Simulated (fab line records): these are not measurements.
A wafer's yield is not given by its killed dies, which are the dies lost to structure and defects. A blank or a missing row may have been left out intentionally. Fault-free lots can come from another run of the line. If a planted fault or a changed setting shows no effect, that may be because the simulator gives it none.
Matching of chambers ; flow nandHarc ; rieDiel-07 running NHARC_A_M0_ETCH_34: 4 sister chambers
The step etches the open film in N2/H2, target depth 40 nm, overetch 12 nm, time 43.94 s. 14 wafers are shown with their chamber, then 7 later ones without.

== WAFERS PAIRED WITH THEIR CHAMBERS ==
wafer;chamber;drypumpMotorCurrentA (A);rfVppV (V);rfFwdPowerW (W)
L074.1;1;5.1;427;394.2
L074.3;2;5.9;433;397.7
L074.4;0;5.4;426;394.8
L076.2;3;5.4;435;396.8
L076.4;1;5.1;428;393.2
L076.5;0;5.4;428;393.9
L079.1;0;5.4;427;394.3
L079.4;3;5.3;435;396.9
L079.6;0;5.4;426;394.2
L084.3;3;5.3;436;394.4
L084.4;2;5.9;432;397.8
L084.6;3;5.3;434;395.9
L094.3;2;5.9;433;395.7
L094.4;0;5.5;426;394.3

SIGNATURES (means of the wafers above)
reading;chamber 0;chamber 1;chamber 2;chamber 3;scatter within a chamber
drypumpMotorCurrentA;5.420;5.100;5.900;5.325;0.0394
rfVppV;426.60;427.50;432.67;435.00;0.798
rfFwdPowerW;394.300;393.700;397.067;396.000;0.88
Rule: for a wafer and a chamber, the distance is found by dividing, reading by reading, the gap between the wafer's reading and the chamber's mean by the reading's scatter, squaring, summing and taking the root. The wafer belongs to the nearest chamber; if the next one is less than 2 further off, it can't be placed. The scatter: take each reading less its chamber's mean, square it, sum over the shown wafers, divide by the number of wafers less the number of chambers, and take the root.

== WAFERS WITHOUT THEIR CHAMBER ==
wafer;drypumpMotorCurrentA (A);rfVppV (V);rfFwdPowerW (W)
L094.5;5.8;433;395.4
L095.2;5.3;434;397.8
L095.4;5.4;427;396.9
L095.6;5.3;435;397.1
L096.1;5.1;427;393.7
L096.3;5.4;428;397.4
L096.6;5.3;435;395.6

== THE CHAMBER EACH PASSED THROUGH ==
wafer;from the rows above;in truth
L094.5;2;2
L095.2;3;3
L095.4;0;0
L095.6;3;3
L096.1;1;1
L096.3;0;0
L096.6;3;3
Correctly placed: 7 of 7. Left unplaced by these rows: 0. Number placed wrongly: 0.
